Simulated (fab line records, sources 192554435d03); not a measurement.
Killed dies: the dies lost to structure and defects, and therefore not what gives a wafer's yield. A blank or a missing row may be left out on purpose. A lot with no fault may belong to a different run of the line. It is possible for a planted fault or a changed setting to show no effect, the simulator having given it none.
Matching of chambers | flow n5_finfet | 4 sister chambers for N5_FIN_CUT_CUT_ETCH_28 on rie_si-01
The step etches Si in HBr/Cl2/O2, target depth 6 nm, time 2.4 s. 4 wafers are shown with their chamber, then 10 later ones without.

== EACH WAFER AND ITS CHAMBER ==
wafer  | chamber | drypump_motor_current_A (A)
L082.2 | 3       | 5.7
L083.3 | 2       | 5.9
L087.2 | 1       | 5.5
L087.5 | 0       | 6.2

== WAFERS WITH NO CHAMBER GIVEN ==
wafer  | drypump_motor_current_A (A)
L087.6 | 5.7
L094.1 | 6.2
L094.2 | 5.7
L094.6 | 5.8
L095.1 | 5.7
L095.3 | 6.2
L095.5 | 5.7
L096.1 | 6.2
L096.2 | 5.9
L096.3 | 5.4

== CHAMBER TAKEN BY EACH ==
wafer  | from the rows above     | in truth
L087.6 | 3                       | 3
L094.1 | 0                       | 0
L094.2 | 3                       | 3
L094.6 | can't be placed: 3 or 2 | 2
L095.1 | 3                       | 3
L095.3 | 0                       | 0
L095.5 | 3                       | 3
L096.1 | 0                       | 0
L096.2 | 2                       | 2
L096.3 | 1                       | 1
Correctly placed: 9 of 10. These rows do not allow placing 1 (true chamber among the candidates in 1). Number placed wrongly: 0.
How it was worked out, from the rows above alone: a wafer's distance from a chamber is the root of the sum, over the readings, of the square of ((its reading less the chamber's mean) divided by the reading's scatter). If the next closest chamber is less than 2 further off than the closest, the wafer can't be placed; otherwise it belongs to the closest. Each chamber's mean is taken over the wafers shown for it. The scatter: root of mean squared gap, hidden wafer to nearest shown wafer, with one shown wafer a chamber.
